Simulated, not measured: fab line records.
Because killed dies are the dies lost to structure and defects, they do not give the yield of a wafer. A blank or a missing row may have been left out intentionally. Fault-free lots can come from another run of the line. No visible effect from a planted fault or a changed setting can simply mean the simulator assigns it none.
Which tool did it? || flow nandHarc || 23 lots with 69 wafers sampled at 3 steps, on a route of 1159 steps

== WHAT THE GAUGES SHOWED, per wafer ==
NHARC_P_M1_CD_MEAS_16. Usual: cdNm at 130.0 nm, with a standard deviation of 0.69.
{"lot": "L074", "measured": "day 6 03:16", "on": "cdSem-02", "cdNm (nm)": "130.4 131.0 129.6", "flag": ""}
{"lot": "L075", "measured": "day 6 16:20", "on": "cdSem-01", "cdNm (nm)": "129.0 128.9 129.7", "flag": ""}
{"lot": "L076", "measured": "day 6 16:49", "on": "cdSem-01", "cdNm (nm)": "129.5 130.4 130.2", "flag": ""}
{"lot": "L077", "measured": "day 6 18:26", "on": "cdSem-03", "cdNm (nm)": "131.2 129.7 131.5", "flag": ""}
{"lot": "L079", "measured": "day 7 09:06", "on": "cdSem-02", "cdNm (nm)": "129.8 130.1 131.3", "flag": ""}
{"lot": "L078", "measured": "day 7 09:58", "on": "cdSem-01", "cdNm (nm)": "130.7 130.3 131.7", "flag": ""}
{"lot": "L080", "measured": "day 7 10:10", "on": "cdSem-02", "cdNm (nm)": "129.6 129.6 130.2", "flag": ""}
{"lot": "L081", "measured": "day 7 17:17", "on": "cdSem-01", "cdNm (nm)": "130.9 130.4 130.4", "flag": ""}
{"lot": "L083", "measured": "day 8 03:38", "on": "cdSem-03", "cdNm (nm)": "130.0 130.0 128.4", "flag": ""}
{"lot": "L082", "measured": "day 8 06:22", "on": "cdSem-02", "cdNm (nm)": "130.6 130.8 131.1", "flag": ""}
{"lot": "L085", "measured": "day 8 17:29", "on": "cdSem-01", "cdNm (nm)": "129.7 130.1 130.3", "flag": ""}
{"lot": "L086", "measured": "day 9 06:19", "on": "cdSem-03", "cdNm (nm)": "130.5 129.8 130.3", "flag": ""}
{"lot": "L088", "measured": "day 9 06:39", "on": "cdSem-02", "cdNm (nm)": "129.9 131.2 128.7", "flag": ""}
{"lot": "L087", "measured": "day 9 07:26", "on": "cdSem-02", "cdNm (nm)": "130.1 129.2 130.1", "flag": ""}
{"lot": "L089", "measured": "day 9 22:50", "on": "cdSem-02", "cdNm (nm)": "130.4 130.1 130.1", "flag": ""}
{"lot": "L090", "measured": "day 9 23:25", "on": "cdSem-02", "cdNm (nm)": "130.2 129.7 129.8", "flag": ""}
{"lot": "L092", "measured": "day 10 08:55", "on": "cdSem-01", "cdNm (nm)": "130.2 129.8 130.0", "flag": ""}
{"lot": "L091", "measured": "day 10 09:25", "on": "cdSem-03", "cdNm (nm)": "129.2 129.5 129.8", "flag": ""}
{"lot": "L093", "measured": "day 10 13:13", "on": "cdSem-02", "cdNm (nm)": "129.1 130.7 130.1", "flag": ""}
{"lot": "L094", "measured": "day 11 01:13", "on": "cdSem-02", "cdNm (nm)": "130.1 130.5 131.0", "flag": ""}
{"lot": "L095", "measured": "day 11 05:41", "on": "cdSem-01", "cdNm (nm)": "130.4 130.5 130.0", "flag": ""}
{"lot": "L097", "measured": "day 11 10:35", "on": "cdSem-03", "cdNm (nm)": "131.3 130.7 129.2", "flag": ""}
{"lot": "L096", "measured": "day 11 11:41", "on": "cdSem-03", "cdNm (nm)": "129.5 130.3 129.5", "flag": ""}

== WHAT TOOL EACH LOT RAN ON (gives the tool, then ch and the chambers of the sampled wafers, and finally the start) ==
{"lot": "L074", "NHARC_P_M1_DESCUM_14": "rieDiel-04 ch 1,2,3, day 6 02:58", "NHARC_P_M1_ETCH_35": "rieDiel-04 ch 0,1,2, day 6 03:03"}
{"lot": "L075", "NHARC_P_M1_DESCUM_14": "rieDiel-04 ch 0,3, day 6 16:02", "NHARC_P_M1_ETCH_35": "rieDiel-04 ch 0,1, day 6 16:07"}
{"lot": "L076", "NHARC_P_M1_DESCUM_14": "rieDiel-01 ch 0,2,3, day 6 16:31", "NHARC_P_M1_ETCH_35": "rieDiel-01 ch 1,3, day 6 16:36"}
{"lot": "L077", "NHARC_P_M1_DESCUM_14": "rieDiel-06 ch 1,2,3, day 6 18:08", "NHARC_P_M1_ETCH_35": "rieDiel-06 ch 0,1,3, day 6 18:13"}
{"lot": "L079", "NHARC_P_M1_DESCUM_14": "rieDiel-04 ch 0,1, day 7 08:47", "NHARC_P_M1_ETCH_35": "rieDiel-04 ch 1,3, day 7 08:52"}
{"lot": "L078", "NHARC_P_M1_DESCUM_14": "rieDiel-01 ch 0,2, day 7 09:40", "NHARC_P_M1_ETCH_35": "rieDiel-01 ch 0,2, day 7 09:45"}
{"lot": "L080", "NHARC_P_M1_DESCUM_14": "rieDiel-04 ch 0,1,3, day 7 09:53", "NHARC_P_M1_ETCH_35": "rieDiel-04 ch 2,3, day 7 09:56"}
{"lot": "L081", "NHARC_P_M1_DESCUM_14": "rieDiel-06 ch 2,3, day 7 16:59", "NHARC_P_M1_ETCH_35": "rieDiel-06 ch 1,2, day 7 17:04"}
{"lot": "L083", "NHARC_P_M1_DESCUM_14": "rieDiel-06 ch 0,1,3, day 8 03:19", "NHARC_P_M1_ETCH_35": "rieDiel-06 ch 0,3, day 8 03:24"}
{"lot": "L082", "NHARC_P_M1_DESCUM_14": "rieDiel-01 ch 0,1,2, day 8 06:04", "NHARC_P_M1_ETCH_35": "rieDiel-01 ch 0,1,3, day 8 06:09"}
{"lot": "L085", "NHARC_P_M1_DESCUM_14": "rieDiel-01 ch 0,1,2, day 8 17:11", "NHARC_P_M1_ETCH_35": "rieDiel-01 ch 1,2, day 8 17:16"}
{"lot": "L086", "NHARC_P_M1_DESCUM_14": "rieDiel-04 ch 0,1, day 9 05:58", "NHARC_P_M1_ETCH_35": "rieDiel-04 ch 0,1, day 9 06:04"}
{"lot": "L088", "NHARC_P_M1_DESCUM_14": "rieDiel-06 ch 1,3, day 9 06:19", "NHARC_P_M1_ETCH_35": "rieDiel-06 ch 1,3, day 9 06:24"}
{"lot": "L087", "NHARC_P_M1_DESCUM_14": "rieDiel-01 ch 1,3, day 9 07:08", "NHARC_P_M1_ETCH_35": "rieDiel-01 ch 0,1, day 9 07:13"}
{"lot": "L089", "NHARC_P_M1_DESCUM_14": "rieDiel-04 ch 1,2,3, day 9 22:32", "NHARC_P_M1_ETCH_35": "rieDiel-04 ch 0,1,3, day 9 22:37"}
{"lot": "L090", "NHARC_P_M1_DESCUM_14": "rieDiel-06 ch 0,3, day 9 23:04", "NHARC_P_M1_ETCH_35": "rieDiel-06 ch 0,3, day 9 23:11"}
{"lot": "L092", "NHARC_P_M1_DESCUM_14": "rieDiel-01 ch 0,1,3, day 10 08:17", "NHARC_P_M1_ETCH_35": "rieDiel-01 ch 0,1,3, day 10 08:42"}
{"lot": "L091", "NHARC_P_M1_DESCUM_14": "rieDiel-01 ch 0,1,3, day 10 09:05", "NHARC_P_M1_ETCH_35": "rieDiel-01 ch 0,2, day 10 09:10"}
{"lot": "L093", "NHARC_P_M1_DESCUM_14": "rieDiel-06 ch 0,3, day 10 12:52", "NHARC_P_M1_ETCH_35": "rieDiel-06 ch 0,1, day 10 12:58"}
{"lot": "L094", "NHARC_P_M1_DESCUM_14": "rieDiel-06 ch 2,3, day 11 00:55", "NHARC_P_M1_ETCH_35": "rieDiel-06 ch 0,2,3, day 11 01:01"}
{"lot": "L095", "NHARC_P_M1_DESCUM_14": "rieDiel-01 ch 0,1, day 11 05:23", "NHARC_P_M1_ETCH_35": "rieDiel-01 ch 1,2,3, day 11 05:29"}
{"lot": "L097", "NHARC_P_M1_DESCUM_14": "rieDiel-06 ch 0,1,2, day 11 10:17", "NHARC_P_M1_ETCH_35": "rieDiel-06 ch 0,1, day 11 10:22"}
{"lot": "L096", "NHARC_P_M1_DESCUM_14": "rieDiel-06 ch 0,2,3, day 11 11:23", "NHARC_P_M1_ETCH_35": "rieDiel-06 ch 0,2,3, day 11 11:28"}
- NHARC_P_M1_DESCUM_14: chemistry O2, time 3 s.
- NHARC_P_M1_ETCH_35: etches the open film in N2/H2, target depth 40 nm, overetch 12 nm, time 43.94 s.

== AS READ BY THE TOOLS THEMSELVES (means over the sampled wafers that have a number; for cases with no such wafer, the mark the record gives instead) ==
NHARC_P_M1_DESCUM_14. Usual: drypumpMotorCurrentA 5.9 A, standard deviation 0.54; oesProductAu 0.999 a.u., standard deviation 0.0088; rfVppV 57.9 V, standard deviation 0.99; showerheadPlenumPTorr 1.92 Torr, standard deviation 0.089; throttleValvePct 11.311 %, standard deviation 0.0095.
{"lot": "L074", "tool": "rieDiel-04", "drypumpMotorCurrentA (A)": 6.1, "oesProductAu (a.u.)": 0.987, "rfVppV (V)": 57.0, "showerheadPlenumPTorr (Torr)": 1.83, "throttleValvePct (%)": 11.309, "flag": ""}
{"lot": "L075", "tool": "rieDiel-04", "drypumpMotorCurrentA (A)": 5.5, "oesProductAu (a.u.)": 0.994, "rfVppV (V)": 57.9, "showerheadPlenumPTorr (Torr)": 1.93, "throttleValvePct (%)": 11.328, "flag": ""}
{"lot": "L076", "tool": "rieDiel-01", "drypumpMotorCurrentA (A)": 6.1, "oesProductAu (a.u.)": 1.019, "rfVppV (V)": 58.0, "showerheadPlenumPTorr (Torr)": 1.94, "throttleValvePct (%)": 11.303, "flag": ""}
{"lot": "L077", "tool": "rieDiel-06", "drypumpMotorCurrentA (A)": 5.9, "oesProductAu (a.u.)": 0.996, "rfVppV (V)": 57.4, "showerheadPlenumPTorr (Torr)": 1.92, "throttleValvePct (%)": 11.313, "flag": ""}
{"lot": "L079", "tool": "rieDiel-04", "drypumpMotorCurrentA (A)": 5.1, "oesProductAu (a.u.)": 0.990, "rfVppV (V)": 57.5, "showerheadPlenumPTorr (Torr)": 1.95, "throttleValvePct (%)": 11.321, "flag": ""}
{"lot": "L078", "tool": "rieDiel-01", "drypumpMotorCurrentA (A)": 5.6, "oesProductAu (a.u.)": 1.013, "rfVppV (V)": 58.5, "showerheadPlenumPTorr (Torr)": 2.02, "throttleValvePct (%)": 11.302, "flag": ""}
{"lot": "L080", "tool": "rieDiel-04", "drypumpMotorCurrentA (A)": 5.6, "oesProductAu (a.u.)": 0.991, "rfVppV (V)": 56.9, "showerheadPlenumPTorr (Torr)": 1.88, "throttleValvePct (%)": 11.311, "flag": ""}
{"lot": "L081", "tool": "rieDiel-06", "drypumpMotorCurrentA (A)": 5.6, "oesProductAu (a.u.)": 0.997, "rfVppV (V)": 58.2, "showerheadPlenumPTorr (Torr)": 1.95, "throttleValvePct (%)": 11.312, "flag": ""}
{"lot": "L083", "tool": "rieDiel-06", "drypumpMotorCurrentA (A)": 6.2, "oesProductAu (a.u.)": 0.999, "rfVppV (V)": 58.4, "showerheadPlenumPTorr (Torr)": 1.97, "throttleValvePct (%)": 11.308, "flag": ""}
{"lot": "L082", "tool": "rieDiel-01", "drypumpMotorCurrentA (A)": 5.7, "oesProductAu (a.u.)": 1.002, "rfVppV (V)": 58.5, "showerheadPlenumPTorr (Torr)": 1.97, "throttleValvePct (%)": 11.316, "flag": ""}
{"lot": "L085", "tool": "rieDiel-01", "drypumpMotorCurrentA (A)": 5.7, "oesProductAu (a.u.)": 0.992, "rfVppV (V)": 58.5, "showerheadPlenumPTorr (Torr)": 1.97, "throttleValvePct (%)": 11.305, "flag": ""}
{"lot": "L086", "tool": "rieDiel-04", "drypumpMotorCurrentA (A)": 5.3, "oesProductAu (a.u.)": 0.990, "rfVppV (V)": 58.2, "showerheadPlenumPTorr (Torr)": 1.90, "throttleValvePct (%)": 11.310, "flag": ""}
{"lot": "L088", "tool": "rieDiel-06", "drypumpMotorCurrentA (A)": 6.1, "oesProductAu (a.u.)": 1.007, "rfVppV (V)": 57.9, "showerheadPlenumPTorr (Torr)": 1.90, "throttleValvePct (%)": 11.304, "flag": ""}
{"lot": "L087", "tool": "rieDiel-01", "drypumpMotorCurrentA (A)": 6.3, "oesProductAu (a.u.)": 1.009, "rfVppV (V)": 58.1, "showerheadPlenumPTorr (Torr)": 1.83, "throttleValvePct (%)": 11.306, "flag": ""}
{"lot": "L089", "tool": "rieDiel-04", "drypumpMotorCurrentA (A)": 6.1, "oesProductAu (a.u.)": 0.989, "rfVppV (V)": 58.2, "showerheadPlenumPTorr (Torr)": 1.83, "throttleValvePct (%)": 11.320, "flag": ""}
{"lot": "L090", "tool": "rieDiel-06", "drypumpMotorCurrentA (A)": 6.3, "oesProductAu (a.u.)": 1.006, "rfVppV (V)": 58.3, "showerheadPlenumPTorr (Torr)": 2.04, "throttleValvePct (%)": 11.315, "flag": ""}
{"lot": "L092", "tool": "rieDiel-01", "drypumpMotorCurrentA (A)": 6.2, "oesProductAu (a.u.)": 1.001, "rfVppV (V)": 57.5, "showerheadPlenumPTorr (Torr)": 1.89, "throttleValvePct (%)": 11.311, "flag": ""}
{"lot": "L091", "tool": "rieDiel-01", "drypumpMotorCurrentA (A)": 6.2, "oesProductAu (a.u.)": 1.006, "rfVppV (V)": 58.0, "showerheadPlenumPTorr (Torr)": 1.89, "throttleValvePct (%)": 11.309, "flag": ""}
{"lot": "L093", "tool": "rieDiel-06", "drypumpMotorCurrentA (A)": 6.3, "oesProductAu (a.u.)": 0.997, "rfVppV (V)": 58.9, "showerheadPlenumPTorr (Torr)": 2.04, "throttleValvePct (%)": 11.308, "flag": ""}
{"lot": "L094", "tool": "rieDiel-06", "drypumpMotorCurrentA (A)": 5.7, "oesProductAu (a.u.)": 1.007, "rfVppV (V)": 59.3, "showerheadPlenumPTorr (Torr)": 1.97, "throttleValvePct (%)": 11.317, "flag": ""}
{"lot": "L095", "tool": "rieDiel-01", "drypumpMotorCurrentA (A)": 5.8, "oesProductAu (a.u.)": 0.997, "rfVppV (V)": 58.0, "showerheadPlenumPTorr (Torr)": 1.93, "throttleValvePct (%)": 11.308, "flag": ""}
{"lot": "L097", "tool": "rieDiel-06", "drypumpMotorCurrentA (A)": 6.1, "oesProductAu (a.u.)": 0.994, "rfVppV (V)": 57.9, "showerheadPlenumPTorr (Torr)": 1.95, "throttleValvePct (%)": 11.312, "flag": ""}
{"lot": "L096", "tool": "rieDiel-06", "drypumpMotorCurrentA (A)": 5.9, "oesProductAu (a.u.)": 0.993, "rfVppV (V)": 57.4, "showerheadPlenumPTorr (Torr)": 1.99, "throttleValvePct (%)": 11.321, "flag": ""}

NHARC_P_M1_ETCH_35. Usual: drypumpMotorCurrentA 5.9 A, standard deviation 0.52; oesProductAu 1.000 a.u., standard deviation 0.0076; rfVppV 430.9 V, standard deviation 2.6; showerheadPlenumPTorr 2.05 Torr, standard deviation 0.095; throttleValvePct 14.170 %, standard deviation 0.0086.
{"lot": "L074", "tool": "rieDiel-04", "drypumpMotorCurrentA (A)": 5.6, "oesProductAu (a.u.)": 0.994, "rfVppV (V)": 429.6, "showerheadPlenumPTorr (Torr)": 2.01, "throttleValvePct (%)": 14.171, "flag": ""}
{"lot": "L075", "tool": "rieDiel-04", "drypumpMotorCurrentA (A)": 5.2, "oesProductAu (a.u.)": 0.995, "rfVppV (V)": 430.9, "showerheadPlenumPTorr (Torr)": 2.07, "throttleValvePct (%)": 14.171, "flag": ""}
{"lot": "L076", "tool": "rieDiel-01", "drypumpMotorCurrentA (A)": 5.9, "oesProductAu (a.u.)": 1.006, "rfVppV (V)": 429.1, "showerheadPlenumPTorr (Torr)": 1.98, "throttleValvePct (%)": 14.169, "flag": ""}
{"lot": "L077", "tool": "rieDiel-06", "drypumpMotorCurrentA (A)": 6.2, "oesProductAu (a.u.)": 1.003, "rfVppV (V)": 432.8, "showerheadPlenumPTorr (Torr)": 2.10, "throttleValvePct (%)": 14.177, "flag": ""}
{"lot": "L079", "tool": "rieDiel-04", "drypumpMotorCurrentA (A)": 6.1, "oesProductAu (a.u.)": 0.991, "rfVppV (V)": 427.3, "showerheadPlenumPTorr (Torr)": 1.94, "throttleValvePct (%)": 14.172, "flag": ""}
{"lot": "L078", "tool": "rieDiel-01", "drypumpMotorCurrentA (A)": 6.0, "oesProductAu (a.u.)": 0.997, "rfVppV (V)": 433.5, "showerheadPlenumPTorr (Torr)": 2.14, "throttleValvePct (%)": 14.173, "flag": ""}
{"lot": "L080", "tool": "rieDiel-04", "drypumpMotorCurrentA (A)": 6.4, "oesProductAu (a.u.)": 0.997, "rfVppV (V)": 426.9, "showerheadPlenumPTorr (Torr)": 1.93, "throttleValvePct (%)": 14.164, "flag": ""}
{"lot": "L081", "tool": "rieDiel-06", "drypumpMotorCurrentA (A)": 5.8, "oesProductAu (a.u.)": 1.006, "rfVppV (V)": 430.0, "showerheadPlenumPTorr (Torr)": 2.03, "throttleValvePct (%)": 14.179, "flag": ""}
{"lot": "L083", "tool": "rieDiel-06", "drypumpMotorCurrentA (A)": 6.3, "oesProductAu (a.u.)": 1.006, "rfVppV (V)": 433.5, "showerheadPlenumPTorr (Torr)": 2.18, "throttleValvePct (%)": 14.167, "flag": ""}
{"lot": "L082", "tool": "rieDiel-01", "drypumpMotorCurrentA (A)": 6.2, "oesProductAu (a.u.)": 1.001, "rfVppV (V)": 429.6, "showerheadPlenumPTorr (Torr)": 2.02, "throttleValvePct (%)": 14.170, "flag": ""}
{"lot": "L085", "tool": "rieDiel-01", "drypumpMotorCurrentA (A)": 5.3, "oesProductAu (a.u.)": 1.000, "rfVppV (V)": 433.5, "showerheadPlenumPTorr (Torr)": 2.13, "throttleValvePct (%)": 14.167, "flag": ""}
{"lot": "L086", "tool": "rieDiel-04", "drypumpMotorCurrentA (A)": 5.2, "oesProductAu (a.u.)": 0.993, "rfVppV (V)": 431.5, "showerheadPlenumPTorr (Torr)": 2.07, "throttleValvePct (%)": 14.174, "flag": ""}
{"lot": "L088", "tool": "rieDiel-06", "drypumpMotorCurrentA (A)": 6.0, "oesProductAu (a.u.)": 1.000, "rfVppV (V)": 431.9, "showerheadPlenumPTorr (Torr)": 2.08, "throttleValvePct (%)": 14.177, "flag": ""}
{"lot": "L087", "tool": "rieDiel-01", "drypumpMotorCurrentA (A)": 6.0, "oesProductAu (a.u.)": 1.001, "rfVppV (V)": 432.0, "showerheadPlenumPTorr (Torr)": 2.09, "throttleValvePct (%)": 14.165, "flag": ""}
{"lot": "L089", "tool": "rieDiel-04", "drypumpMotorCurrentA (A)": 5.6, "oesProductAu (a.u.)": 0.986, "rfVppV (V)": 429.5, "showerheadPlenumPTorr (Torr)": 2.01, "throttleValvePct (%)": 14.170, "flag": ""}
{"lot": "L090", "tool": "rieDiel-06", "drypumpMotorCurrentA (A)": 6.3, "oesProductAu (a.u.)": 1.005, "rfVppV (V)": 433.4, "showerheadPlenumPTorr (Torr)": 2.18, "throttleValvePct (%)": 14.172, "flag": ""}
{"lot": "L092", "tool": "rieDiel-01", "drypumpMotorCurrentA (A)": 6.2, "oesProductAu (a.u.)": 1.008, "rfVppV (V)": 429.8, "showerheadPlenumPTorr (Torr)": 2.01, "throttleValvePct (%)": 14.175, "flag": ""}
{"lot": "L091", "tool": "rieDiel-01", "drypumpMotorCurrentA (A)": 6.0, "oesProductAu (a.u.)": 1.005, "rfVppV (V)": 432.6, "showerheadPlenumPTorr (Torr)": 2.13, "throttleValvePct (%)": 14.173, "flag": ""}
{"lot": "L093", "tool": "rieDiel-06", "drypumpMotorCurrentA (A)": 6.4, "oesProductAu (a.u.)": 1.001, "rfVppV (V)": 429.9, "showerheadPlenumPTorr (Torr)": 2.05, "throttleValvePct (%)": 14.167, "flag": ""}
{"lot": "L094", "tool": "rieDiel-06", "drypumpMotorCurrentA (A)": 6.0, "oesProductAu (a.u.)": 1.005, "rfVppV (V)": 433.1, "showerheadPlenumPTorr (Torr)": 2.13, "throttleValvePct (%)": 14.171, "flag": ""}
{"lot": "L095", "tool": "rieDiel-01", "drypumpMotorCurrentA (A)": 5.8, "oesProductAu (a.u.)": 1.005, "rfVppV (V)": 430.2, "showerheadPlenumPTorr (Torr)": 2.03, "throttleValvePct (%)": 14.162, "flag": ""}
{"lot": "L097", "tool": "rieDiel-06", "drypumpMotorCurrentA (A)": 6.4, "oesProductAu (a.u.)": 0.995, "rfVppV (V)": 430.6, "showerheadPlenumPTorr (Torr)": 2.05, "throttleValvePct (%)": 14.171, "flag": ""}
{"lot": "L096", "tool": "rieDiel-06", "drypumpMotorCurrentA (A)": 5.9, "oesProductAu (a.u.)": 1.007, "rfVppV (V)": 432.5, "showerheadPlenumPTorr (Torr)": 2.12, "throttleValvePct (%)": 14.171, "flag": ""}

== THE ANSWER, worked out from the rows above alone ==
Rule: lot off if the mean of its wafers having a number is beyond 3 standard deviations from the usual mean. A lot without any number at a reading at which 4 lots or more have one is off too. The other lots that the step has rows for count as sound. First the gauges in route order, then the tools' own readings, where a lot's mean is used as printed above. At the first step where some lot is off, the reading lying furthest off is the one used; lots without a number count as furthest.
No lot is off at any reading shown: from this, nothing can be told.

== WHAT WAS PUT IN BY THE SIMULATOR ==
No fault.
